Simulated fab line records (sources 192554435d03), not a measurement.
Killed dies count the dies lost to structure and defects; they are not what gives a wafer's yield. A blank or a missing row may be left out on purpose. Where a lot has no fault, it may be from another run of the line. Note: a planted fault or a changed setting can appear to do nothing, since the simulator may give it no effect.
fab line records	flow n5Finfet
record lots=6	wafers=18	lastDay=16
route steps=1938 shown BEOL_M0@745 BEOL_M1@751 BEOL_M4@1111 PASSIVATION@1936
lots that met no fault: taken from a fault-free run of the same line
startH: the number of hours between the record's first day and the start of the first shown wafer of the lot	waitH: hours elapsed since this lot's preceding step	" the same as in the row above	L1.1+2: a single row standing in for several wafers	- either no value or no given start	* or withheld: withheld	< > ~ a bound
route shown NAME@n: a module of which the file shows steps, and the number in the route of the first	usual: mean/standard deviation taken from wafers without a fault	same: alike in all rows	chamber/n: place in a boat	sites: readings site by site	_std_site: the standard deviation of these	_edge_site: inner sites' mean taken away from outer sites' mean	radiusMm: for every site, how far away it sits from the centre of the wafer	mask NAME#n: copy n	behind: the tool/chamber that last shaped the wafer	hold: why the lot was held/for how many hours/how that ended	device: whichever transistor did not switch (one of n, p or np)	end of line: tests of these same wafers at the route's end	a step without rows: its recipe alone	killed: not the wafer's yield, but the dies lost to structure and defects at the first sort	map: per-die view of a wafer (x killed, . not killed, _ where there is no die)
set.NAME: the setting the step ran with; set.NAME@STEP: the setting that earlier step ran with	model.NAME: the simulator's own value behind a step, which no gauge read
lots at selected steps of the route; one table per step, one row per wafer
services: a tool's chamber out of use, with start hour (startH, from the record's first day; less than 0 if before it), hours out, and reason
## steps
# step N5_BEOL_M0_PRE_CLEAN_131
# recipe gas=NH3/H2	timeS=15	tempC=*	rfPowerW=300
# step N5_BEOL_M0_CO_CAP_123
# recipe material=Co	targetThkA=20	tempC=200	precursor=CCTBA/H2	pressureTorr=30	timeS=102.1
# usual heaterPowerW=231/23
lot.wafer	tool	chamber	startH	waitH	heaterPowerW
L628.1	cvdCo-01	2	125.40	0.0	191
L628.2	"	0	"	"	223
L628.6	"	2	"	"	186
L639.1	cvdCo-01	0	202.02	0.0	229
L639.3	"	2	"	"	189
L639.5	"	2	"	"	192
L641.2	cvdCo-01	1	213.18	0.0	217
L641.3	"	2	"	"	187
L641.5	"	1	"	"	222
L640.1	cvdCo-02	0	214.09	0.0	246
L640.3	"	1	"	"	244
L640.5	"	2	"	"	260
L644.2	cvdCo-02	0	227.81	0.0	243
L644.5	"	0	"	"	247
L644.6	"	2	"	"	266
L646.2	cvdCo-02	0	236.04	0.0	245
L646.3	"	2	"	"	259
L646.5	"	0	"	"	240
# step N5_BEOL_M0_PRE_CLEAN_124
# recipe gas=NH3	timeS=15	tempC=withheld	rfPowerW=300
# step N5_BEOL_M0_DEP_125
# recipe material=SiCN	targetThkA=80	tempC=withheld	precursor=3MS/NH3	pressureTorr=3	rfW=202	timeS=14
# usual showerheadPlenumPTorr=3.656/0.0097	throttleValvePct=9.0/0.36
lot.wafer	tool	chamber	startH	waitH	showerheadPlenumPTorr	throttleValvePct
L628.1	pecvd-01	2	125.55	0.0	3.662	8.4
L628.2	"	1	"	"	3.673	9.0
L628.6	"	2	"	"	3.654	8.4
L639.1	pecvd-02	2	202.13	0.0	3.682	8.2
L639.3	"	1	"	"	3.657	8.8
L639.5	"	2	"	"	3.664	8.2
L641.2	pecvd-04	0	213.31	0.0	3.652	9.5
L641.3	"	1	"	"	3.649	9.5
L641.5	"	1	"	"	3.650	9.2
L640.1	pecvd-02	1	214.21	0.0	3.656	8.8
L640.3	"	0	"	"	3.635	9.1
L640.5	"	2	"	"	3.678	8.3
L644.2	pecvd-04	0	227.94	0.0	3.648	9.4
L644.5	"	0	"	"	3.649	9.6
L644.6	"	1	"	"	3.660	9.3
L646.2	pecvd-01	2	236.16	0.0	3.659	8.6
L646.3	"	0	"	"	3.651	9.1
L646.5	"	0	"	"	3.658	8.8
# step N5_BEOL_M0_RS_MEAS_126
# recipe thkMeasGauge=four-point-probe	reads=Co_of_BEOL_M0_CO_CAP_123+Cu_of_BEOL_M0_ECD_118+Co_of_BEOL_M0_CVD_115+TaN_of_BEOL_M0_ALD_136
# usual M0_RS=0.533/0.021
lot.wafer	tool	chamber	startH	waitH	M0_RS[ohm/sq]
L628.1	filmMetro-01	-	125.61	0.0	0.485
L628.2	"	-	"	"	0.524
L628.6	"	-	"	"	0.505
L639.1	filmMetro-01	-	202.20	0.0	0.525
L639.3	"	-	"	"	0.552
L639.5	"	-	"	"	0.559
L641.2	filmMetro-02	-	213.40	0.1	0.539
L641.3	"	-	"	"	0.546
L641.5	"	-	"	"	0.533
L640.1	filmMetro-02	-	214.28	0.0	0.579
L640.3	"	-	"	"	0.517
L640.5	"	-	"	"	0.503
L644.2	filmMetro-01	-	228.02	0.1	0.517
L644.5	"	-	"	"	0.528
L644.6	"	-	"	"	0.500
L646.2	filmMetro-01	-	236.23	0.1	0.552
L646.3	"	-	"	"	0.520
L646.5	"	-	"	"	0.503
# step N5_BEOL_M0_INSPECT_127
# recipe inspectInstrument=darkfield	mode=postDep
# usual rawDefectCount=69/25
lot.wafer	tool	chamber	startH	waitH	rawDefectCount
L628.1	defectInspect-02	-	125.64	0.0	55
L628.2	"	-	"	"	82
L628.6	"	-	"	"	89
L639.1	defectInspect-01	-	202.22	0.0	68
L639.3	"	-	"	"	60
L639.5	"	-	"	"	50
L641.2	defectInspect-02	-	213.42	0.0	36
L641.3	"	-	"	"	70
L641.5	"	-	"	"	73
L640.1	defectInspect-01	-	214.30	0.0	67
L640.3	"	-	"	"	64
L640.5	"	-	"	"	43
L644.2	defectInspect-02	-	228.05	0.0	91
L644.5	"	-	"	"	49
L644.6	"	-	"	"	65
L646.2	defectInspect-02	-	236.25	0.0	45
L646.3	"	-	"	"	55
L646.5	"	-	"	"	46
# step N5_BEOL_M1_ILD_DEP_00
# recipe material=SiOC	targetThkA=790	tempC=350	precursor=DEMS/O2	pressureTorr=5	rfW=500	timeS=15.3
# usual heaterPowerW=457/44	showerheadPlenumPTorr=5.691/0.017	throttleValvePct=11.5/0.35
lot.wafer	tool	chamber	startH	waitH	heaterPowerW	showerheadPlenumPTorr	throttleValvePct
L628.1	pecvd-02	2	125.68	0.0	390	5.703	11.0
L628.2	"	0	"	"	498	5.665	11.6
L628.6	"	0	"	"	507	5.673	11.8
L639.1	pecvd-01	1	202.26	0.0	453	5.710	12.0
L639.3	"	0	"	"	388	5.684	11.9
L639.5	"	2	"	"	478	5.695	10.9
L641.2	pecvd-01	1	213.46	0.0	481	5.695	11.8
L641.3	"	0	"	"	428	5.690	11.4
L641.5	"	0	"	"	433	5.705	11.8
L640.1	pecvd-02	2	214.34	0.0	432	5.705	11.0
L640.3	"	0	"	"	445	5.673	12.2
L640.5	"	2	"	"	449	5.701	11.0
L644.2	pecvd-03	2	228.08	0.0	549	5.679	11.8
L644.5	"	0	"	"	429	5.724	11.4
L644.6	"	1	"	"	482	5.689	11.3
L646.2	pecvd-02	1	236.29	0.0	455	5.695	11.5
L646.3	"	2	"	"	451	5.699	11.1
L646.5	"	0	"	"	462	5.667	12.2
# step N5_BEOL_M1_THK_MEAS_01
# recipe reads=SiOC_of_BEOL_M1_ILD_DEP_00
# usual M1_ILD_THK=79.7/1.1
lot.wafer	tool	chamber	startH	waitH	M1_ILD_THK[nm]
L628.1	filmMetro-01	-	125.74	0.0	77.9
L628.2	"	-	"	"	78.0
L628.6	"	-	"	"	80.2
L639.1	filmMetro-02	-	202.33	0.0	80.7
L639.3	"	-	"	"	80.4
L639.5	"	-	"	"	80.5
L641.2	filmMetro-01	-	213.53	0.1	79.3
L641.3	"	-	"	"	79.2
L641.5	"	-	"	"	80.1
L640.1	filmMetro-01	-	214.41	0.0	79.6
L640.3	"	-	"	"	79.0
L640.5	"	-	"	"	81.3
L644.2	filmMetro-01	-	228.15	0.1	80.0
L644.5	"	-	"	"	82.3
L644.6	"	-	"	"	81.4
L646.2	filmMetro-01	-	236.36	0.1	77.8
L646.3	"	-	"	"	78.3
L646.5	"	-	"	"	79.4
# step N5_BEOL_M1_PECVD_72
# recipe material=SiO2	targetThkA=160	tempC=400	precursor=TEOS/O2	pressureTorr=5.5	rfW=450	teosFlowSccm=53.8	gas=O2	flowSccm=3000	timeS=18
# usual heaterPowerW=674/61	showerheadPlenumPTorr=8.76/0.055	throttleValvePct=21.6/0.66
lot.wafer	tool	chamber	startH	waitH	heaterPowerW	showerheadPlenumPTorr	throttleValvePct
L628.1	pecvd-01	0	125.78	0.0	688	8.75	22.2
L628.2	"	1	"	"	651	8.79	22.0
L628.6	"	1	"	"	654	8.81	22.0
L639.1	pecvd-01	0	202.37	0.0	695	8.74	22.3
L639.3	"	1	"	"	759	8.78	21.9
L639.5	"	2	"	"	667	8.74	20.5
L641.2	pecvd-02	2	213.56	0.0	674	8.82	20.7
L641.3	"	0	"	"	684	8.67	22.6
L641.5	"	2	"	"	675	8.84	20.7
L640.1	pecvd-02	0	214.44	0.0	778	8.68	22.2
L640.3	"	2	"	"	597	8.82	20.6
L640.5	"	2	"	"	594	8.82	20.8
L644.2	pecvd-01	1	228.19	0.0	739	8.79	21.8
L644.5	"	1	"	"	726	8.81	21.8
L644.6	"	0	"	"	655	8.78	22.2
L646.2	pecvd-03	2	236.39	0.0	742	8.77	22.6
L646.3	"	0	"	"	623	8.90	21.2
L646.5	"	0	"	"	610	8.88	21.5
# step N5_BEOL_M1_HM_DEP_02
# recipe material=TiN	targetThkA=200	tempC=25	chamberPressurePa=0.49996
# usual throttleValvePct=29.9/0.93
lot.wafer	tool	chamber	startH	waitH	throttleValvePct
L628.1	pvdSputter-01	-	126.76	1.0	27.6
L628.2	"	-	"	"	30.7
L628.6	"	-	"	"	30.1
L639.1	pvdSputter-03	-	202.48	0.1	29.5
L639.3	"	-	"	"	28.5
L639.5	"	-	"	"	29.5
L641.2	pvdSputter-01	-	215.20	1.6	30.5
L641.3	"	-	"	"	30.3
L641.5	"	-	"	"	29.9
L640.1	pvdSputter-01	-	215.43	1.0	30.6
L640.3	"	-	"	"	30.2
L640.5	"	-	"	"	27.8
L644.2	pvdSputter-03	-	232.02	3.8	29.7
L644.5	"	-	"	"	29.7
L644.6	"	-	"	"	30.2
L646.2	pvdSputter-03	-	237.60	1.2	30.4
L646.3	"	-	"	"	28.6
L646.5	"	-	"	"	28.3
# step N5_BEOL_M1_COAT_61
# recipe resist=SOC	tempC=250	timeS=60	spinRpm=1500	resistThkNm=60
# step N5_BEOL_M1_COAT_62
# recipe resist=SiARC	tempC=220	timeS=60	spinRpm=1500	resistThkNm=12
# step N5_BEOL_M1_COAT_73
# recipe resist=underlayer	tempC=205	timeS=60	spinRpm=1500	resistThkNm=5
# usual heaterPowerTotalW=391.8/1.4	plateTempC=204.99/0.15
lot.wafer	tool	chamber	startH	waitH	heaterPowerTotalW	plateTempC
L628.1	lithoTrack-05	0	126.89	-	392.3	204.87
L628.2	"	0	"	"	392.9	205.00
L628.6	"	0	"	"	390.4	204.96
L639.1	lithoTrack-05	0	202.61	-	384.9	203.14
L639.3	"	0	"	"	386.8	202.74
L639.5	"	0	"	"	388.4	203.11
L641.2	lithoTrack-04	0	215.35	-	393.8	204.95
L641.3	"	0	"	"	389.7	205.15
L641.5	"	0	"	"	391.4	205.03
L640.1	lithoTrack-05	0	215.57	-	385.2	202.84
L640.3	"	0	"	"	387.1	202.86
L640.5	"	0	"	"	384.6	203.00
L644.2	lithoTrack-03	0	232.15	-	389.9	204.76
L644.5	"	0	"	"	393.9	204.79
L644.6	"	0	"	"	392.0	204.83
L646.2	lithoTrack-03	0	237.73	-	391.8	204.86
L646.3	"	0	"	"	391.3	204.60
L646.5	"	0	"	"	391.7	204.85
# step N5_BEOL_M1_COAT_05
# recipe resist=CAR-EUV	spinRpm=1500	resistThkNm=30
# step N5_BEOL_M4_RC_MEAS_101
# usual DIBL_N=37.5/1.9	DIBL_P=37.3/2.4	IOFF_N=0.18/0.038	IOFF_P=0.23/0.045	ION_N=677/11	ION_P=464/8.1	SS_N=72.0/0.68	SS_P=73.5/0.77	VT_N=249/3.3	VT_P=-249/3.6
lot.wafer	tool	chamber	startH	waitH	DIBL_N[mV/V]	DIBL_P[mV/V]	IOFF_N[nA/um]	IOFF_P[nA/um]	ION_N[uA/um]	ION_P[uA/um]	SS_N[mV/dec]	SS_P[mV/dec]	VT_N[mV]	VT_P[mV]
L628.1	prober-01	0	183.03	0.0	35.5	39.6	0.18	0.24	691	471	72.2	74.1	250	-250
L628.2	"	0	"	"	38.2	41.0	0.24	0.26	677	463	73.3	74.4	247	-249
L628.6	"	0	"	"	34.7	37.8	0.16	0.22	670	466	72.7	72.8	249	-250
L639.1	prober-02	0	245.60	0.0	38.9	39.9	0.20	0.25	678	466	71.6	73.3	247	-248
L639.3	"	0	"	"	38.6	38.4	0.20	0.21	681	458	72.1	73.8	248	-251
L639.5	"	0	"	"	38.3	38.1	0.19	0.22	673	456	72.2	73.0	248	-248
L641.2	prober-01	0	267.32	0.2	38.2	38.2	0.20	0.30	683	469	71.8	74.6	247	-245
L641.3	"	0	"	"	36.3	35.0	0.16	0.22	680	463	71.1	73.1	250	-247
L641.5	"	0	"	"	38.7	38.3	0.21	0.31	700	482	72.2	73.4	244	-242
L640.1	prober-02	0	268.91	0.0	34.1	33.4	0.12	0.15	663	452	71.4	72.5	255	-257
L640.3	"	0	"	"	34.1	32.3	0.13	0.14	657	443	70.7	72.3	254	-258
L640.5	"	0	"	"	39.3	40.9	0.24	0.28	691	465	71.7	74.4	245	-248
L644.2	prober-02	0	291.12	0.2	38.4	35.8	0.19	0.21	667	457	72.7	73.7	248	-250
L644.5	"	0	"	"	41.5	40.2	0.27	0.28	698	465	73.4	74.2	242	-248
L644.6	"	0	"	"	38.0	35.8	0.17	0.20	663	455	72.5	73.5	251	-251
L646.2	prober-02	0	293.34	0.2	36.6	35.4	0.15	0.17	672	456	71.6	73.3	253	-255
L646.3	"	0	"	"	40.8	40.6	0.24	0.26	692	469	72.2	75.3	244	-248
L646.5	"	0	"	"	36.8	36.3	0.15	0.18	672	459	72.0	73.1	251	-252
# step N5_PASSIVATION_PROBE_49
# usual defectLimitedYield=91.2/1.5	killed_at_M0_to_M3=31/10	killed_at_M4_up=15/5.9	killedAtContacts=13/6	killedAtFrontEnd=41/11	killedAtOther=4/3.1	killedDies=104/18	killedOpen=68/13	killedShort=33/8.1	sort_bin_5_function=5.1/1.1	sort_bin_6_memory=3.2/0.69	sort_bin_8_speed=0.01/0.045	sortNPass=1076/18	sortYieldPct=91.2/1.5
# same grossDies=1180	killedAtBackSide=0	sort_bin_4_leakage[%]=0
lot.wafer	tool	chamber	startH	waitH	defectLimitedYield[%]	killed_at_M0_to_M3	killed_at_M4_up	killedAtContacts	killedAtFrontEnd	killedAtOther	killedDies	killedOpen	killedShort	sort_bin_5_function[%]	sort_bin_6_memory[%]	sort_bin_8_speed[%]	sortNPass	sortYieldPct[%]
L628.1	prober-02	-	279.65	0.0	92.5	28	8	12	33	8	89	65	24	5.2	2.2	0	1091	92.5
L628.2	prober-02	-	279.70	0.1	91.4	43	5	16	37	1	102	77	25	5.2	3.1	0	1078	91.4
L628.6	prober-02	-	279.90	0.3	90.0	41	13	34	29	1	118	81	37	6.6	3.1	0	1062	90.0
L646.2	prober-01	-	390.01	0.1	93.5	32	13	5	24	3	77	57	18	3.9	2.3	0	1103	93.5
L646.3	prober-01	-	390.06	0.1	93.1	28	14	4	30	5	81	50	24	4.3	2.4	0	1099	93.1
L646.5	prober-01	-	390.16	0.2	91.2	36	7	18	43	0	104	67	34	5.8	2.8	0	1076	91.2
L644.2	prober-02	-	394.75	0.1	89.7	36	17	12	53	3	121	88	33	4.7	5.1	0	1059	89.7
L644.5	prober-02	-	394.90	0.2	89.2	23	31	8	58	7	127	88	39	6.3	4.2	0	1053	89.2
L644.6	prober-02	-	394.95	0.3	90.3	26	23	20	45	1	115	83	29	5.8	3.3	0	1065	90.3
# killed by level:class
L628.1 STI_FIN_REVEAL:geometricParticle:open=12 MOL_CONTACT_COAG:geometricParticle:open=10 BEOL_M2:geometricParticle:open=8 BEOL_M0_SAQP:geometricParticle:open=6 DUMMY_GATE:geometricParticle:open=4 GATE_CUT:geometricParticle:short=4 BEOL_M4:geometricParticle:open=4 MIM_TOP:geometricParticle:open=4
L628.2 STI_FIN_REVEAL:geometricParticle:open=15 BEOL_M2:geometricParticle:open=13 DUMMY_GATE:geometricParticle:open=9 BEOL_M0_SAQP:geometricParticle:open=9 MOL_CONTACT_COAG:geometricParticle:open=8 MOL_CONTACT_COAG:geometricParticle:short=8 BEOL_M3:geometricParticle:open=6 BEOL_M1:geometricParticle:open=4
L628.6 MOL_CONTACT_COAG:geometricParticle:open=30 BEOL_M0_SAQP:geometricParticle:short=11 BEOL_M0_SAQP:geometricParticle:open=9 STI_FIN_REVEAL:geometricParticle:open=8 DUMMY_GATE:geometricParticle:open=6 BEOL_M2:geometricParticle:open=6 GATE_CUT:geometricParticle:short=4 MOL_CONTACT_COAG:geometricParticle:short=4
L646.2 BEOL_M3:geometricParticle:open=11 BEOL_M1:geometricParticle:open=7 BEOL_M4:geometricParticle:open=7 FIN_SAQP:geometricParticle:short=6 FIN_SAQP:geometricParticle:open=4 MOL_CONTACT_COAG:geometricParticle:open=4 BEOL_M0_SAQP:geometricParticle:short=4 BEOL_M0_SAQP:geometricParticle:open=3
L646.3 BEOL_M3:geometricParticle:open=8 BEOL_M0_SAQP:geometricParticle:open=7 MOL_CONTACT_COAG:geometricParticle:open=4 BEOL_M1:geometricParticle:open=4 BEOL_M5:geometricParticle:open=4 BEOL_M6:geometricParticle:open=3 GATE_CUT:geometricParticle:short=3 BEOL_M4:geometricParticle:open=3
L646.5 MOL_CONTACT_COAG:geometricParticle:open=16 BEOL_M0_SAQP:geometricParticle:short=12 BEOL_M0_SAQP:geometricParticle:open=10 FIN_SAQP:geometricParticle:open=9 GATE_CUT:geometricParticle:short=6 STI_FIN_REVEAL:geometricParticle:open=5 GATE_CUT:geometricParticle:open=5 BEOL_M0:geometricParticle:open=4
L644.2 BEOL_M0_SAQP:geometricParticle:open=12 BEOL_M2:geometricParticle:open=12 BEOL_M4:geometricParticle:open=11 FIN_SAQP:geometricParticle:short=10 MOL_CONTACT_COAG:geometricParticle:open=10 STI_FIN_REVEAL:geometricParticle:open=9 FIN_SAQP:geometricParticle:open=8 BEOL_M0_SAQP:geometricParticle:short=5
L644.5 BEOL_M4:geometricParticle:open=17 STI_FIN_REVEAL:geometricParticle:open=14 BEOL_M2:geometricParticle:open=14 FIN_SAQP:geometricParticle:short=13 FIN_SAQP:geometricParticle:open=11 MOL_CONTACT_COAG:geometricParticle:open=6 PASS1_CAP:geometricParticle:short=5 STARTING-WAFER:geometricParticle:short=5
L644.6 MOL_CONTACT_COAG:geometricParticle:open=16 BEOL_M4:geometricParticle:open=16 FIN_SAQP:geometricParticle:open=14 STI_FIN_REVEAL:geometricParticle:open=6 BEOL_M0_SAQP:geometricParticle:open=6 BEOL_M0_SAQP:geometricParticle:short=5 FIN_SAQP:geometricParticle:short=4 BEOL_M2:geometricParticle:open=4
## services
tool	chamber	startH	hours	kind
pecvd-02	2	108.86	5.5	scheduledDown
cvdCo-02	1	111.17	3.8	repair
cvdCo-01	1	114.67	-	clean
cvdCo-01	1	114.67	22.0	scheduledDown
cvdCo-01	1	114.67	22.0	ventCycle
pecvd-04	0	122.35	2.1	scheduledDown
pecvd-01	2	134.20	5.5	scheduledDown
pecvd-02	1	142.59	5.0	scheduledDown
cvdCo-01	0	146.09	6.7	repair
pecvd-04	0	148.47	4.6	scheduledDown
pecvd-03	1	152.33	5.4	repair
pecvd-04	1	155.20	2.1	scheduledDown
pecvd-04	2	175.10	8.4	repair
pecvd-02	2	186.72	8.7	repair
pecvd-03	0	188.29	5.5	scheduledDown
pecvd-01	-	191.73	2.8	pm
pecvd-03	-	206.11	2.8	pm
pecvd-04	2	206.30	5.5	scheduledDown
pecvd-02	0	208.82	4.3	repair
cvdCo-02	-	209.48	1.7	repair
cvdCo-01	2	213.79	12.7	repair
pecvd-01	-	214.00	0.6	repair
cvdCo-02	0	215.00	7.3	repair
cvdCo-01	-	234.55	6.9	pm
## key
firstSign step=N5_BEOL_M1_COAT_73	reading=plateTempC	direction=down	sigmas=13	usual=*	struck=*
effect step=N5_BEOL_M1_COAT_73	reading=heaterPowerTotalW	direction=down	sigmas=4.2	usual=*	struck=*
metAt N5_BEOL_M1_COAT_73
struckWafers L639.1,L639.3,L639.5,L640.1,L640.3,L640.5
onsetBetween 126.89 202.61
fault kind=processParameterDrift	tool=lithoTrack-05	chamber=-	onsetH=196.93	steps=N5_BEOL_M1_COAT_73	channel=tempC	offset=*	shape=step	endH=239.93	actsIn=*	stated=*
